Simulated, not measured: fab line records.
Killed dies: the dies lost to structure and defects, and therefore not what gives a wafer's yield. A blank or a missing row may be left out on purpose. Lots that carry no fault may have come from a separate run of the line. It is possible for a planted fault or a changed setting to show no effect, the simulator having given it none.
Chamber matching | flow n5 finfet | cmp-04 running N5_BEOL_M10_CMP_52: 4 sister chambers
The step polishes, stops on SiCOH lowk, t overpolish 7 s, target thk 140 nm. 4 wafers are shown with their chamber, then 9 later ones without.

WAFERS PAIRED WITH THEIR CHAMBERS
wafer  | chamber | motor current A (A)
L083.5 | 0       | 5.4
L090.2 | 2       | 6.4
L090.3 | 1       | 6.5
L090.5 | 3       | 4.4

WAFERS WITH NO CHAMBER GIVEN
wafer  | motor current A (A)
L091.1 | 6.8
L091.4 | 6.6
L091.5 | 7.3
L093.3 | 6.2
L093.5 | 4.3
L093.6 | 5.6
L095.2 | 4.5
L095.4 | 5.4
L095.6 | 6.8

THE CHAMBER EACH PASSED THROUGH
wafer  | from the rows above          | in truth
L091.1 | can't be placed: 1 or 2      | 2
L091.4 | can't be placed: 1 or 2      | 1
L091.5 | can't be placed: 1 or 2      | 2
L093.3 | can't be placed: 2 or 1 or 0 | 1
L093.5 | 3                            | 3
L093.6 | can't be placed: 0 or 2      | 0
L095.2 | 3                            | 3
L095.4 | 0                            | 0
L095.6 | can't be placed: 1 or 2      | 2
3 of 9 placed correctly. Cannot be placed on the basis of these rows: 6; the candidates contain the true chamber in 6. Wrongly placed: 0.
How it was worked out, from the rows above alone: a wafer's distance from a chamber is the root of the sum, over the readings, of the square of ((its reading less the chamber's mean) divided by the reading's scatter). The wafer belongs to the nearest chamber; if the next one is less than 2 further off, it can't be placed. A chamber's mean is the mean of its shown wafers. The scatter: with one shown wafer a chamber, the root of the mean of the squares of how far each hidden wafer lies from its nearest shown one.
